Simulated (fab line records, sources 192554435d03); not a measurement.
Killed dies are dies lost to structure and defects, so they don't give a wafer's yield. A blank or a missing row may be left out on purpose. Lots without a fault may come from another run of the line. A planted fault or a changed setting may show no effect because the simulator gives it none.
fab line records | flow n5_finfet
record lots=24 wafers=72 last_day=17
route steps=1938 shown BEOL_M1@770 BEOL_M2@843
lots that met no fault: from a run of the same line without faults
start_h: hours from the record's first day to the start of the lot's first wafer shown | wait_h: hours since the lot's step before | " the same as in the row above | L1.1+2: a row that stands for several wafers | - no value, or no start given | * or withheld: withheld | < > ~ a bound
route shown NAME@n: a module of which the file shows steps, and the number in the route of the first | usual: mean/standard deviation of fault-free wafers | same: alike in all rows | chamber/n: place in a boat | sites: the reading at each site | _std_site: their standard deviation | _edge_site: outer sites' mean less inner sites' | radius_mm: how far each site lies from the wafer's centre | mask NAME#n: copy n | behind: the tool/chamber that last shaped the wafer | hold: why the lot was held/for how many hours/how that ended | device: the transistor (n, p or np) that didn't switch | end of line: the same wafers' tests at the end of the route | a step without rows: its recipe alone | killed: dies lost to structure and defects at the first sort, not the wafer's yield | map: a wafer's dies, x killed, . not, _ none there
set.NAME: the setting as run; set.NAME@STEP: as run at that earlier step | model.NAME: the simulator's own value behind a step, which no gauge read
steps of the route over a sample of lots; a table a step, a row a wafer
services: from which hour (start_h, from the record's first day; less than 0 if before it) a tool's chamber was out of use, for how many hours, and why
## steps
# step N5_BEOL_M1_ETCH_64
# recipe chemistry=N2/H2 target=SOC target_depth_a=750 overetch_a=150 mask_material=SiARC temp_c=40 time_s=112.5 ion_energy_ev=200 pressure_mtorr=30 source_w=840 bias_w=150 n2_flow_sccm=200 h2_flow_sccm=200
# usual drypump_motor_current_A=5.8/0.43 oes_product_au=0.63/0.05 rf_vpp_V=524.3/2.4 showerhead_plenum_p_Torr=2.55/0.085 throttle_valve_pct=17.79/0.2
# columns lot.wafer tool chamber start_h wait_h drypump_motor_current_A oes_product_au rf_hours_counter_h rf_vpp_V showerhead_plenum_p_Torr throttle_valve_pct
L074.2 rie_diel-05 2 127.84 0.0 5.3 0.64 91 525.4 2.59 18.04
L074.3 " 3 " " 6.2 0.58 - 525.3 2.62 17.86
L074.5 " 3 " " 6.2 0.58 - 526.4 2.62 17.86
L075.2 rie_diel-05 2 128.18 0.0 5.3 0.63 91 524.9 2.59 18.04
L075.3 " 3 " " 6.2 0.58 - 526.1 2.62 17.87
L075.4 " 2 " " 5.3 0.64 - 523.7 2.59 18.05
L076.1 rie_diel-01 2 131.35 0.0 5.2 0.66 82 521.8 2.46 17.81
L076.2 " 1 " " 6.3 0.69 40 521.8 2.49 17.59
L076.5 " 1 " " 6.3 0.69 - 523.4 2.49 17.60
L077.1 rie_diel-04 3 141.26 0.0 5.7 0.55 238 520.7 2.39 17.83
L077.2 " 0 " " 5.1 0.60 145 524.6 2.52 17.57
L077.3 " 1 " " 5.8 0.69 36 528.9 2.70 17.77
L078.2 rie_diel-01 2 144.88 0.0 5.1 0.65 86 522.8 2.46 17.81
L078.3 " 3 " " 6.0 0.62 139 523.6 2.54 17.55
L078.6 " 2 " " 5.1 0.66 - 521.7 2.46 17.82
L079.1 rie_diel-05 3 147.92 0.0 6.2 0.57 214 526.0 2.62 17.86
L079.4 " 3 " " 6.2 0.57 - 525.6 2.62 17.88
L079.5 " 1 " " 6.1 0.63 - 522.8 2.45 17.80
L080.2 rie_diel-05 2 159.37 0.0 5.3 0.62 103 523.6 2.58 18.05
L080.3 " 0 " " 5.9 0.78 2 526.5 2.61 17.79
L080.6 " 1 " " 6.2 0.63 - 521.4 2.45 17.79
L082.2 rie_diel-04 1 170.86 0.0 5.9 0.68 46 529.1 2.70 17.82
L082.3 " 0 " " 5.1 0.60 155 523.5 2.52 17.59
L082.5 " 0 " " 5.1 0.60 - 524.0 2.52 17.58
L081.1 rie_diel-01 3 170.89 0.0 6.0 0.62 144 522.8 2.54 17.55
L081.3 " 1 " " 6.3 0.67 55 523.0 2.48 17.61
L081.6 " 3 " " 6.0 0.62 - 524.2 2.54 17.57
L083.1 rie_diel-04 1 178.87 0.0 5.9 0.68 49 528.2 2.69 17.81
L083.2 " 0 " " 5.1 0.60 158 524.0 2.52 17.59
L083.6 " 0 " " 5.1 0.59 - 523.7 2.52 17.60
L084.2 rie_diel-05 1 184.13 0.0 6.1 0.63 110 521.8 2.45 17.82
L084.3 " 0 " " 5.9 0.74 10 524.5 2.61 17.80
L084.6 " 3 " " 6.2 0.57 - 526.9 2.62 17.90
L085.1 rie_diel-05 3 184.36 0.0 6.2 0.57 224 526.3 2.62 17.91
L085.2 " 1 " " 6.1 0.62 110 523.0 2.45 17.80
L085.3 " 2 " " 5.3 0.62 110 523.5 2.58 18.07
L086.3 rie_diel-05 0 202.53 0.0 5.9 0.74 16 525.3 2.60 17.80
L086.5 " 1 " " 6.1 0.62 - 520.3 2.45 17.80
L086.6 " 2 " " 5.3 0.62 - 524.6 2.58 18.08
L087.3 rie_diel-01 3 203.25 0.0 6.0 0.61 157 523.2 2.53 17.59
L087.4 " 3 " " 6.0 0.61 - 522.1 2.53 17.59
L087.5 " 2 " " 5.1 0.63 - 522.4 2.45 17.87
L088.1 rie_diel-04 3 206.19 0.0 5.7 0.73 6 529.0 2.70 17.47
L088.4 " 3 " " 5.7 0.73 - 529.7 2.70 17.48
L088.5 " 1 " " 5.8 0.66 - 529.0 2.69 17.81
L089.1 rie_diel-01 3 210.33 0.0 6.0 0.62 160 523.4 2.53 17.59
L089.2 " 1 " " 6.4 0.66 72 521.4 2.48 17.64
L089.6 " 2 " " 5.2 0.63 - 522.2 2.45 17.87
L090.3 rie_diel-04 1 216.09 0.0 5.8 0.66 61 529.1 2.69 17.83
L090.4 " 0 " " 5.1 0.58 168 525.4 2.51 17.60
L090.5 " 2 " " 5.6 0.70 - 528.9 2.70 17.35
L091.2 rie_diel-01 3 220.38 0.0 6.0 0.60 164 524.3 2.53 17.61
L091.3 " 2 " " 5.2 0.63 118 521.0 2.45 17.88
L091.6 " 2 " " 5.2 0.63 - 521.1 2.45 17.88
L092.1 rie_diel-05 2 227.79 0.0 5.3 0.62 123 526.0 2.57 18.10
L092.2 " 3 " " 6.2 0.56 237 526.4 2.61 17.92
L092.5 " 2 " " 5.3 0.61 - 523.9 2.57 18.10
L093.1 rie_diel-05 3 233.51 0.0 6.2 0.56 239 527.6 2.61 17.93
L093.2 " 0 " " 5.9 0.72 26 525.7 2.60 17.81
L093.5 " 2 " " 5.3 0.61 - 524.7 2.57 18.09
L094.1 rie_diel-05 2 234.28 0.0 5.3 0.62 125 525.8 2.57 18.09
L094.2 " 0 " " 5.9 0.71 26 524.6 2.60 17.81
L094.4 " 3 " " 6.2 0.56 240 524.6 2.61 17.92
L095.1 rie_diel-05 1 247.14 0.0 6.1 0.60 129 522.1 2.44 17.83
L095.3 " 0 " " 5.9 0.70 29 525.8 2.60 17.82
L095.6 " 2 " " 5.3 0.61 - 523.9 2.57 18.11
L096.2 rie_diel-01 1 251.08 0.0 6.4 0.64 88 521.7 2.47 17.66
L096.5 " 1 " " 6.4 0.64 - 521.4 2.47 17.66
L096.6 " 2 " " 5.2 0.62 - 521.0 2.44 17.91
L097.1 rie_diel-05 2 259.58 0.0 5.3 0.61 132 523.3 2.57 18.12
L097.4 " 1 " " 6.1 0.61 133 521.8 2.44 17.84
L097.6 " 2 " " 5.3 0.61 - 525.1 2.57 18.11
# step N5_BEOL_M1_ETCH_77
# recipe chemistry=N2/H2 target=underlayer target_depth_a=65 mask_material=CAR-EUV time_s=5.2 ion_energy_ev=200 pressure_mtorr=30 source_w=840 bias_w=150 n2_flow_sccm=200 h2_flow_sccm=200 ends=cleared
# usual drypump_motor_current_A=5.7/0.44 etch_rf_on_time_s=5.16/0.12 oes_product_au=0.68/0.054 rf_vpp_V=523.9/2.9 showerhead_plenum_p_Torr=2.55/0.096 throttle_valve_pct=17.76/0.19
# columns lot.wafer tool chamber start_h wait_h drypump_motor_current_A etch_rf_on_time_s oes_product_au rf_hours_counter_h rf_vpp_V showerhead_plenum_p_Torr throttle_valve_pct
L074.2 rie_diel-05 2 128.85 0.0 5.3 5.21 0.69 91 526.3 2.59 18.07
L074.3 " 3 " " 6.2 5.18 0.63 - 526.1 2.62 17.92
L074.5 " 3 " " 6.2 5.14 0.62 - 525.8 2.62 17.89
L075.2 rie_diel-04 1 129.39 0.0 5.9 5.02 0.76 31 527.3 2.70 17.80
L075.3 " 0 " " 5.1 4.96 0.67 140 524.6 2.53 17.59
L075.4 " 3 " " 5.7 5.23 0.59 - 519.0 2.39 17.88
L076.1 rie_diel-04 3 132.24 0.0 5.7 5.28 0.58 234 518.6 2.39 17.89
L076.2 " 0 " " 5.1 4.98 0.67 141 522.7 2.52 17.60
L076.5 " 0 " " 5.1 4.94 0.68 - 523.9 2.52 17.59
L077.1 rie_diel-01 3 142.18 0.0 6.0 5.31 0.66 138 524.0 2.54 17.58
L077.2 " 1 " " 6.3 5.34 0.72 43 522.1 2.49 17.62
L077.3 " 2 " " 5.1 5.25 0.70 86 520.6 2.46 17.87
L078.2 rie_diel-05 3 145.87 0.0 6.2 5.07 0.63 213 527.1 2.62 17.91
L078.3 " 1 " " 6.1 5.15 0.68 98 520.7 2.45 17.82
L078.6 " 1 " " 6.1 5.19 0.69 - 521.5 2.45 17.81
L079.1 rie_diel-01 2 148.75 0.0 5.2 5.20 0.70 87 517.9 2.46 17.85
L079.4 " 2 " " 5.1 5.16 0.70 - 520.4 2.46 17.87
L079.5 " 3 " " 6.0 5.22 0.66 - 522.4 2.54 17.59
L080.2 rie_diel-04 3 160.27 0.0 5.7 5.23 0.58 244 519.8 2.38 17.88
L080.3 " 0 " " 5.1 4.99 0.67 151 524.2 2.52 17.63
L080.6 " 1 " " 5.9 5.03 0.75 - 528.3 2.70 17.86
L082.2 rie_diel-04 2 171.68 0.0 5.6 5.10 0.79 9 529.4 2.70 17.35
L082.3 " 1 " " 5.9 5.00 0.74 46 527.8 2.70 17.85
L082.5 " 0 " " 5.2 4.97 0.65 - 524.6 2.52 17.65
L081.1 rie_diel-04 1 172.10 0.0 5.9 5.07 0.74 46 527.9 2.70 17.85
L081.3 " 0 " " 5.1 5.13 0.64 155 526.1 2.52 17.60
L081.6 " 2 " " 5.6 5.17 0.79 - 527.7 2.70 17.34
L083.1 rie_diel-04 2 180.19 0.0 5.6 5.10 0.79 13 528.5 2.70 17.37
L083.2 " 0 " " 5.1 5.02 0.65 159 526.5 2.52 17.62
L083.6 " 1 " " 5.9 4.99 0.75 - 528.8 2.69 17.84
L084.2 rie_diel-04 2 185.14 0.0 5.6 5.08 0.78 14 529.1 2.70 17.36
L084.3 " 1 " " 5.8 5.04 0.72 52 529.0 2.69 17.85
L084.6 " 0 " " 5.1 4.99 0.65 - 524.6 2.52 17.65
L085.1 rie_diel-05 1 185.19 0.0 6.1 5.21 0.68 110 520.3 2.45 17.85
L085.2 " 0 " " 5.9 5.51 0.80 10 524.6 2.61 17.82
L085.3 " 3 " " 6.2 5.18 0.62 224 526.2 2.62 17.92
L086.3 rie_diel-05 3 203.44 0.0 6.2 5.01 0.62 230 528.0 2.61 17.95
L086.5 " 3 " " 6.2 5.05 0.62 - 524.7 2.61 17.94
L086.6 " 2 " " 5.3 5.06 0.68 - 524.5 2.58 18.14
L087.3 rie_diel-01 3 205.99 0.0 6.0 5.29 0.65 158 524.5 2.53 17.61
L087.4 " 3 " " 6.0 5.31 0.65 - 524.4 2.53 17.63
L087.5 " 2 " " 5.2 5.27 0.68 - 520.9 2.45 17.92
L088.1 rie_diel-01 2 207.19 0.0 5.1 5.18 0.67 113 520.7 2.45 17.92
L088.4 " 3 " " 6.0 5.29 0.65 - 525.6 2.53 17.63
L088.5 " 2 " " 5.2 5.18 0.68 - 518.5 2.45 17.90
L089.1 rie_diel-04 3 211.59 0.0 5.8 5.10 0.79 8 530.7 2.69 17.54
L089.2 " 1 " " 5.9 5.09 0.73 60 528.4 2.69 17.85
L089.6 " 3 " " 5.7 5.04 0.80 - 526.5 2.69 17.53
L090.3 rie_diel-01 2 217.39 0.0 5.1 5.18 0.68 117 522.6 2.45 17.91
L090.4 " 3 " " 6.0 5.28 0.65 - 525.3 2.53 17.64
L090.5 " 1 " " 6.3 5.27 0.70 - 520.6 2.47 17.68
L091.2 rie_diel-01 2 221.30 0.0 5.2 5.13 0.68 118 521.6 2.45 17.93
L091.3 " 1 " " 6.3 5.25 0.70 76 525.0 2.47 17.69
L091.6 " 3 " " 6.0 5.22 0.65 - 522.6 2.53 17.64
L092.1 rie_diel-01 3 228.76 0.0 6.0 5.26 0.64 167 524.2 2.53 17.63
L092.2 " 1 " " 6.3 5.24 0.70 79 522.3 2.47 17.69
L092.5 " 2 " " 5.2 5.17 0.68 - 521.8 2.45 17.93
L093.1 rie_diel-01 3 234.62 0.0 6.0 5.27 0.64 170 522.0 2.53 17.65
L093.2 " 1 " " 6.3 5.26 0.68 82 520.8 2.47 17.67
L093.5 " 1 " " 6.3 5.23 0.69 - 521.3 2.47 17.70
L094.1 rie_diel-05 2 235.25 0.0 5.3 5.13 0.67 125 524.7 2.57 18.12
L094.2 " 0 " " 5.9 5.48 0.74 26 527.3 2.60 17.87
L094.4 " 1 " " 6.1 5.20 0.65 126 518.5 2.44 17.87
L095.1 rie_diel-01 3 248.09 0.0 6.0 5.27 0.63 175 522.1 2.53 17.68
L095.3 " 2 " " 5.1 5.17 0.66 130 520.4 2.44 17.94
L095.6 " 3 " " 6.0 5.26 0.64 - 522.1 2.53 17.66
L096.2 rie_diel-01 2 251.91 0.0 5.2 5.18 0.67 131 521.4 2.44 17.95
L096.5 " 3 " " 6.0 5.24 0.64 - 523.4 2.53 17.65
L096.6 " 2 " " 5.2 5.14 0.68 - 522.8 2.44 17.94
L097.1 rie_diel-04 0 260.47 0.0 5.1 4.99 0.64 182 523.1 2.51 17.67
L097.4 " 0 " " 5.1 4.95 0.64 - 523.7 2.51 17.67
L097.6 " 1 " " 5.9 5.03 0.72 - 526.8 2.68 17.92
# step N5_BEOL_M1_SURFACE_TREAT_85
# recipe gas=Ar time_s=* ion_energy_ev=* ion_current_ma_cm2=0.5 pressure_mtorr=* ar_flow_sccm=30
# usual pressure_mtorr=* throttle_valve_pct=*
# columns lot.wafer tool chamber start_h wait_h pressure_mtorr throttle_valve_pct
L075.2 pvd_sputter-03 - 136.60 0.2 * *
L075.3 " - " " * *
L075.4 " - " " * *
L074.2 pvd_sputter-01 - 137.87 0.1 * *
L074.3 " - " " * *
L074.5 " - " " * *
L076.1 pvd_sputter-02 - 138.33 0.2 * *
L076.2 " - " " * *
L076.5 " - " " * *
L077.1 pvd_sputter-03 - 150.51 0.4 * *
L077.2 " - " " * *
L077.3 " - " " * *
L078.2 pvd_sputter-02 - 151.86 1.1 * *
L078.3 " - " " * *
L078.6 " - " " * *
L079.1 pvd_sputter-01 - 155.29 0.2 * *
L079.4 " - " " * *
L079.5 " - " " * *
L080.2 pvd_sputter-01 - 165.68 0.5 * *
L080.3 " - " " * *
L080.6 " - " " * *
L081.1 pvd_sputter-01 - 175.89 0.3 * *
L081.3 " - " " * *
L081.6 " - " " * *
L082.2 pvd_sputter-03 - 181.00 0.3 * *
L082.3 " - " " * *
L082.5 " - " " * *
L083.1 pvd_sputter-01 - 184.40 0.2 * *
L083.2 " - " " * *
L083.6 " - " " * *
L084.2 pvd_sputter-03 - 190.52 0.1 * *
L084.3 " - " " * *
L084.6 " - " " * *
L085.1 pvd_sputter-01 - 193.34 0.1 * *
L085.2 " - " " * *
L085.3 " - " " * *
L086.3 pvd_sputter-02 - 206.98 0.1 * *
L086.5 " - " " * *
L086.6 " - " " * *
L087.3 pvd_sputter-01 - 210.68 0.3 * *
L087.4 " - " " * *
L087.5 " - " " * *
L088.1 pvd_sputter-01 - 210.72 0.3 * *
L088.4 " - " " * *
L088.5 " - " " * *
L089.1 pvd_sputter-02 - 217.32 0.1 * *
L089.2 " - " " * *
L089.6 " - " " * *
L090.3 pvd_sputter-02 - 221.34 0.2 * *
L090.4 " - " " * *
L090.5 " - " " * *
L091.2 pvd_sputter-03 - 224.76 0.1 * *
L091.3 " - " " * *
L091.6 " - " " * *
L092.1 pvd_sputter-01 - 231.23 0.1 * *
L092.2 " - " " * *
L092.5 " - " " * *
L093.1 pvd_sputter-03 - 239.03 0.5 * *
L093.2 " - " " * *
L093.5 " - " " * *
L094.1 pvd_sputter-02 - 242.79 0.2 * *
L094.2 " - " " * *
L094.4 " - " " * *
L095.1 pvd_sputter-02 - 251.07 0.1 * *
L095.3 " - " " * *
L095.6 " - " " * *
L097.1 pvd_sputter-01 - 271.94 0.2 * *
L097.4 " - " " * *
L097.6 " - " " * *
L096.2 pvd_sputter-03 - 276.10 0.4 * *
L096.5 " - " " * *
L096.6 " - " " * *
# step N5_BEOL_M1_ANNEAL_49
# recipe temp_c=400 time_s=240 ambient=vacuum
# usual heater_power_w=804/100 susceptor_temp_C=400.00/0.23
# columns lot.wafer tool chamber start_h wait_h heater_power_w susceptor_temp_C
L075.2 pvd_sputter-03 - 136.96 0.0 863 399.94
L075.3 " - " " 679 400.19
L075.4 " - " " 677 399.91
L074.2 pvd_sputter-02 - 138.45 0.0 930 399.87
L074.3 " - " " 716 400.26
L074.5 " - " " 729 399.83
L076.1 pvd_sputter-03 - 138.84 0.0 665 400.03
L076.2 " - " " 980 399.92
L076.5 " - " " 676 399.83
L077.1 pvd_sputter-03 - 150.93 0.0 699 400.38
L077.2 " - " " 670 400.11
L077.3 " - " " 850 399.80
L078.2 pvd_sputter-03 - 152.77 0.0 687 400.06
L078.3 " - " " 965 400.42
L078.6 " - " " 922 400.27
L079.1 pvd_sputter-01 - 155.73 0.0 811 399.97
L079.4 " - " " 806 400.19
L079.5 " - " " 780 400.45
L080.2 pvd_sputter-02 - 168.14 0.0 734 399.63
L080.3 " - " " 899 399.82
L080.6 " - " " 713 400.02
L081.1 pvd_sputter-01 - 176.37 0.0 785 400.34
L081.3 " - " " 856 399.86
L081.6 " - " " 819 399.86
L082.2 pvd_sputter-02 - 181.34 0.0 894 400.02
L082.3 " - " " 903 400.05
L082.5 " - " " 672 399.42
L083.1 pvd_sputter-01 - 184.87 0.0 828 400.17
L083.2 " - " " 801 400.52
L083.6 " - " " 820 400.20
L084.2 pvd_sputter-03 - 191.01 0.0 972 400.00
L084.3 " - " " 846 399.79
L084.6 " - " " 947 399.62
L085.1 pvd_sputter-01 - 193.78 0.0 808 400.10
L085.2 " - " " 811 399.86
L085.3 " - " " 844 400.37
L086.3 pvd_sputter-03 - 207.41 0.0 966 399.94
L086.5 " - " " 671 400.01
L086.6 " - " " 954 400.00
L088.1 pvd_sputter-02 - 211.02 0.0 674 399.70
L088.4 " - " " 878 400.12
L088.5 " - " " 880 400.20
L087.3 pvd_sputter-03 - 211.11 0.0 672 400.18
L087.4 " - " " 834 400.06
L087.5 " - " " 668 400.46
L089.1 pvd_sputter-02 - 217.78 0.0 670 399.85
L089.2 " - " " 899 400.09
L089.6 " - " " 965 399.99
L090.3 pvd_sputter-01 - 221.68 0.0 856 399.61
L090.4 " - " " 807 399.74
L090.5 " - " " 805 400.20
L091.2 pvd_sputter-02 - 225.06 0.0 677 400.32
L091.3 " - " " 881 400.20
L091.6 " - " " 676 400.17
L092.1 pvd_sputter-02 - 232.32 0.0 980 399.79
L092.2 " - " " 706 400.00
L092.5 " - " " 860 399.93
L093.1 pvd_sputter-03 - 239.37 0.0 670 400.21
L093.2 " - " " 962 399.84
L093.5 " - " " 685 400.30
L094.1 pvd_sputter-02 - 243.15 0.0 934 400.12
L094.2 " - " " 703 399.83
L094.4 " - " " 865 400.16
L095.1 pvd_sputter-03 - 251.42 0.0 671 399.45
L095.3 " - " " 694 399.92
L095.6 " - " " 950 399.54
L097.1 pvd_sputter-01 - 272.34 0.0 805 399.92
L097.4 " - " " 804 400.25
L097.6 " - " " 870 400.16
L096.2 pvd_sputter-03 - 276.40 0.0 709 399.84
L096.5 " - " " 692 399.93
L096.6 " - " " 846 400.14
# step N5_BEOL_M1_ANNEAL_95
# recipe temp_c=400 time_s=240 ambient=vacuum
# usual heater_power_w=803/100 susceptor_temp_C=400.01/0.2
# columns lot.wafer tool chamber start_h wait_h heater_power_w susceptor_temp_C
L075.2 pvd_sputter-03 - 138.50 0.0 865 399.84
L075.3 " - " " 701 400.01
L075.4 " - " " 663 399.97
L074.2 pvd_sputter-02 - 139.99 0.0 909 399.94
L074.3 " - " " 721 399.87
L074.5 " - " " 742 400.02
L076.1 pvd_sputter-03 - 140.38 0.0 676 400.11
L076.2 " - " " 949 399.88
L076.5 " - " " 663 399.98
L077.1 pvd_sputter-03 - 152.47 0.0 688 399.79
L077.2 " - " " 666 400.12
L077.3 " - " " 857 399.92
L078.2 pvd_sputter-03 - 154.31 0.0 680 399.81
L078.3 " - " " 967 400.27
L078.6 " - " " 952 400.18
L079.1 pvd_sputter-01 - 157.27 0.0 810 399.79
L079.4 " - " " 815 400.12
L079.5 " - " " 785 400.02
L080.2 pvd_sputter-02 - 169.68 0.0 712 400.07
L080.3 " - " " 939 399.93
L080.6 " - " " 712 400.50
L081.1 pvd_sputter-01 - 178.02 0.0 782 399.94
L081.3 " - " " 858 400.31
L081.6 " - " " 854 400.35
L082.2 pvd_sputter-02 - 182.88 0.0 890 399.50
L082.3 " - " " 942 399.85
L082.5 " - " " 688 399.98
L083.1 pvd_sputter-01 - 186.41 0.0 820 400.20
L083.2 " - " " 788 399.63
L083.6 " - " " 803 399.76
L084.2 pvd_sputter-03 - 192.55 0.0 942 400.00
L084.3 " - " " 837 399.88
L084.6 " - " " 956 399.87
L085.1 pvd_sputter-01 - 195.32 0.0 804 399.76
L085.2 " - " " 799 400.21
L085.3 " - " " 857 400.12
L086.3 pvd_sputter-03 - 208.95 0.0 951 400.33
L086.5 " - " " 668 399.91
L086.6 " - " " 954 400.37
L088.1 pvd_sputter-02 - 212.56 0.0 677 400.06
L088.4 " - " " 874 399.92
L088.5 " - " " 878 399.63
L087.3 pvd_sputter-03 - 212.65 0.0 677 399.85
L087.4 " - " " 856 399.99
L087.5 " - " " 721 400.10
L089.1 pvd_sputter-02 - 219.32 0.0 685 399.94
L089.2 " - " " 889 399.68
L089.6 " - " " 944 400.19
L090.3 pvd_sputter-01 - 223.22 0.0 839 399.58
L090.4 " - " " 798 399.98
L090.5 " - " " 812 400.10
L091.2 pvd_sputter-02 - 226.60 0.0 672 399.96
L091.3 " - " " 897 400.02
L091.6 " - " " 689 399.85
L092.1 pvd_sputter-02 - 233.86 0.0 938 400.11
L092.2 " - " " 712 400.15
L092.5 " - " " 878 400.31
L093.1 pvd_sputter-03 - 240.91 0.0 678 400.03
L093.2 " - " " 983 399.89
L093.5 " - " " 687 399.98
L094.1 pvd_sputter-02 - 244.69 0.0 938 400.07
L094.2 " - " " 723 399.86
L094.4 " - " " 868 400.05
L095.1 pvd_sputter-03 - 252.96 0.0 684 400.08
L095.3 " - " " 682 399.95
L095.6 " - " " 968 399.88
L097.1 pvd_sputter-01 - 273.88 0.0 792 400.02
L097.4 " - " " 796 399.75
L097.6 " - " " 874 400.41
L096.2 pvd_sputter-03 - 277.94 0.0 701 400.30
L096.5 " - " " 691 400.12
L096.6 " - " " 866 400.47
# step N5_BEOL_M2_PECVD_72
# recipe material=SiO2 target_thk_a=160 temp_c=400 precursor=TEOS/O2 pressure_torr=5.5 rf_w=450 teos_flow_sccm=53.8 gas=O2 flow_sccm=3000 time_s=18
# usual heater_power_w=693/77 showerhead_plenum_p_Torr=8.79/0.071 susceptor_temp_C=399.96/0.23 throttle_valve_pct=22.6/0.83
# columns lot.wafer tool chamber start_h wait_h heater_power_w showerhead_plenum_p_Torr susceptor_temp_C throttle_valve_pct
L075.2 pecvd-02 1 139.97 0.0 696 8.75 400.13 23.9
L075.3 " 0 " " 701 8.86 399.89 21.3
L075.4 " 2 " " 741 8.86 400.46 22.8
L074.2 pecvd-02 1 141.64 0.0 708 8.74 400.22 23.6
L074.3 " 2 " " 776 8.87 399.83 22.9
L074.5 " 2 " " 767 8.90 399.96 22.7
L076.1 pecvd-01 2 142.04 0.0 617 8.80 399.55 22.1
L076.2 " 0 " " 754 8.74 400.03 23.6
L076.5 " 2 " " 612 8.81 399.92 22.4
L077.1 pecvd-01 1 157.10 0.0 746 8.77 399.89 21.6
L077.2 " 0 " " 663 8.73 400.44 23.9
L077.3 " 2 " " 713 8.82 399.60 22.2
L078.2 pecvd-04 0 157.25 0.0 617 8.71 400.35 22.5
L078.3 " 2 " " 661 8.70 399.63 22.9
L078.6 " 2 " " 665 8.69 399.58 23.1
L079.1 pecvd-04 0 159.07 0.0 681 8.73 399.93 22.9
L079.4 " 2 " " 643 8.71 400.13 23.0
L079.5 " 1 " " 548 8.87 399.89 22.1
L080.2 pecvd-02 2 171.10 0.0 684 8.88 399.69 23.0
L080.3 " 1 " " 721 8.72 399.50 23.5
L080.6 " 0 " " 686 8.91 400.21 21.3
L081.1 pecvd-04 1 179.42 0.0 628 8.88 399.90 22.6
L081.3 " 0 " " 658 8.69 399.70 22.7
L081.6 " 0 " " 658 8.68 399.61 22.8
L082.2 pecvd-04 1 184.57 0.0 600 8.88 399.85 22.4
L082.3 " 0 " " 669 8.69 400.23 22.9
L082.5 " 1 " " 589 8.87 400.09 22.1
L083.1 pecvd-02 0 187.77 0.0 730 8.88 399.61 21.3
L083.2 " 1 " " 667 8.76 399.99 23.5
L083.6 " 0 " " 730 8.91 399.91 21.4
L084.2 pecvd-02 2 194.07 0.0 724 8.87 400.21 22.8
L084.3 " 1 " " 699 8.76 399.91 23.7
L084.6 " 0 " " 733 8.89 399.61 21.4
L085.1 pecvd-02 2 196.68 0.0 790 8.87 400.17 22.6
L085.2 " 1 " " 715 8.74 400.04 23.6
L085.3 " 0 " " 701 8.87 399.85 21.5
L086.3 pecvd-01 1 210.38 0.0 722 8.74 399.80 21.7
L086.5 " 0 " " 790 8.73 400.08 23.6
L086.6 " 2 " " 685 8.79 399.95 22.3
L088.1 pecvd-04 2 213.92 0.0 627 8.71 399.67 23.2
L088.4 " 0 " " 716 8.70 399.98 23.0
L088.5 " 1 " " 529 8.88 399.86 22.3
L087.3 pecvd-01 0 214.11 0.0 793 8.72 400.26 23.8
L087.4 " 0 " " 792 8.76 400.17 23.6
L087.5 " 1 " " 750 8.76 400.05 21.7
L089.1 pecvd-04 0 220.88 0.0 594 8.72 399.43 22.8
L089.2 " 1 " " 648 8.88 400.03 22.3
L089.6 " 2 " " 643 8.72 400.46 23.5
L090.3 pecvd-04 0 224.61 0.0 658 8.69 399.95 23.0
L090.4 " 1 " " 601 8.86 400.09 22.2
L090.5 " 2 " " 622 8.72 400.10 23.4
L091.2 pecvd-01 1 227.97 0.0 805 8.76 399.74 22.0
L091.3 " 0 " " 785 8.74 399.64 23.7
L091.6 " 1 " " 841 8.76 399.88 21.6
L092.1 pecvd-04 2 235.23 0.0 630 8.70 399.70 23.2
L092.2 " 1 " " 588 8.85 399.75 22.3
L092.5 " 2 " " 612 8.70 399.90 23.1
L093.1 pecvd-01 1 242.29 0.0 813 8.75 399.61 21.8
L093.2 " 0 " " 730 8.75 399.95 24.0
L093.5 " 1 " " 830 8.74 399.86 21.5
L094.1 pecvd-02 0 246.07 0.0 740 8.86 400.04 21.5
L094.2 " 2 " " 842 8.86 400.02 20.6
L094.4 " 1 " " 692 8.75 400.38 23.9
L095.1 pecvd-04 1 254.33 0.0 631 8.89 400.24 22.0
L095.3 " 0 " " 600 8.70 400.06 23.1
L095.6 " 1 " " 628 8.88 400.29 22.1
L097.1 pecvd-02 2 275.24 0.0 884 8.88 400.04 20.9
L097.4 " 0 " " 780 8.86 400.26 21.4
L097.6 " 2 " " 882 8.85 399.93 21.0
L096.2 pecvd-01 0 279.64 0.0 797 8.75 399.78 23.5
L096.5 " 2 " " 745 8.83 399.80 22.2
L096.6 " 0 " " 796 8.69 399.84 23.5
## services
# columns tool chamber start_h hours kind
pecvd-02 - 103.94 2.8 pm
rie_diel-01 3 111.79 13.2 repair
rie_diel-04 2 120.94 - clean
rie_diel-04 2 120.94 - consumable_replace:focus_ring
rie_diel-04 2 120.94 - consumable_replace:showerhead
rie_diel-05 0 123.19 - clean
rie_diel-05 0 123.19 - consumable_replace:focus_ring
rie_diel-05 0 123.19 28.3 scheduled_down
rie_diel-05 0 123.19 28.3 vent_cycle
rie_diel-01 0 123.46 131.8 repair
rie_diel-05 1 126.84 5.4 repair
pvd_sputter-01 - 151.43 3.4 repair
rie_diel-01 3 154.67 14.1 repair
pecvd-04 - 189.42 0.3 repair
rie_diel-04 0 202.29 6.5 repair
rie_diel-05 2 205.97 1.6 repair
rie_diel-05 - 216.89 0.8 repair
rie_diel-04 2 233.69 4.1 repair
rie_diel-04 2 252.40 19.3 repair
rie_diel-05 3 276.30 - clean
rie_diel-05 3 276.30 - consumable_replace:focus_ring
rie_diel-05 3 276.30 31.9 scheduled_down
rie_diel-05 3 276.30 31.9 vent_cycle
pecvd-04 1 277.93 6.6 repair
## key
fault none
